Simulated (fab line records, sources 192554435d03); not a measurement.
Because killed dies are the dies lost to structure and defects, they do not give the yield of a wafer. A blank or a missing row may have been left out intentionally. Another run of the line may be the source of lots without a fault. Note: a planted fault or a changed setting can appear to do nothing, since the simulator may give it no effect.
Chamber matching / flow n5_finfet / rie_diel-06 running N5_BEOL_M4_DESCUM_16: 4 sister chambers
The step chemistry O2, time 7 s. 4 wafers are shown with their chamber, then 7 later ones without.

## WAFERS PAIRED WITH THEIR CHAMBERS
wafer=L074.5; chamber=1; showerhead_plenum_p_Torr (Torr)=1.96
wafer=L082.5; chamber=2; showerhead_plenum_p_Torr (Torr)=2.00
wafer=L082.6; chamber=3; showerhead_plenum_p_Torr (Torr)=2.21
wafer=L083.5; chamber=0; showerhead_plenum_p_Torr (Torr)=2.07

## WAFERS MISSING THEIR CHAMBER
wafer=L083.6; showerhead_plenum_p_Torr (Torr)=2.22
wafer=L086.1; showerhead_plenum_p_Torr (Torr)=2.00
wafer=L086.2; showerhead_plenum_p_Torr (Torr)=2.21
wafer=L086.3; showerhead_plenum_p_Torr (Torr)=2.22
wafer=L090.3; showerhead_plenum_p_Torr (Torr)=2.21
wafer=L090.4; showerhead_plenum_p_Torr (Torr)=2.20
wafer=L090.5; showerhead_plenum_p_Torr (Torr)=2.00

## CHAMBER TAKEN BY EACH
wafer=L083.6; from the rows above=3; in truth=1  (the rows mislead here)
wafer=L086.1; from the rows above=2; in truth=2
wafer=L086.2; from the rows above=3; in truth=3
wafer=L086.3; from the rows above=3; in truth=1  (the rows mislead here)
wafer=L090.3; from the rows above=3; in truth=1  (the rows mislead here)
wafer=L090.4; from the rows above=3; in truth=3
wafer=L090.5; from the rows above=2; in truth=2
Placed correctly: 4 of 7. Left unplaced by these rows: 0. Wrongly placed: 3.
How it was worked out, from the rows above alone: a wafer's distance from a chamber is the root of the sum, over the readings, of the square of ((its reading less the chamber's mean) divided by the reading's scatter). The wafer belongs to the nearest chamber; if the next one is less than 2 further off, it can't be placed. Each chamber's mean is taken over the wafers shown for it. The scatter: root of mean squared gap, hidden wafer to nearest shown wafer, with one shown wafer a chamber.
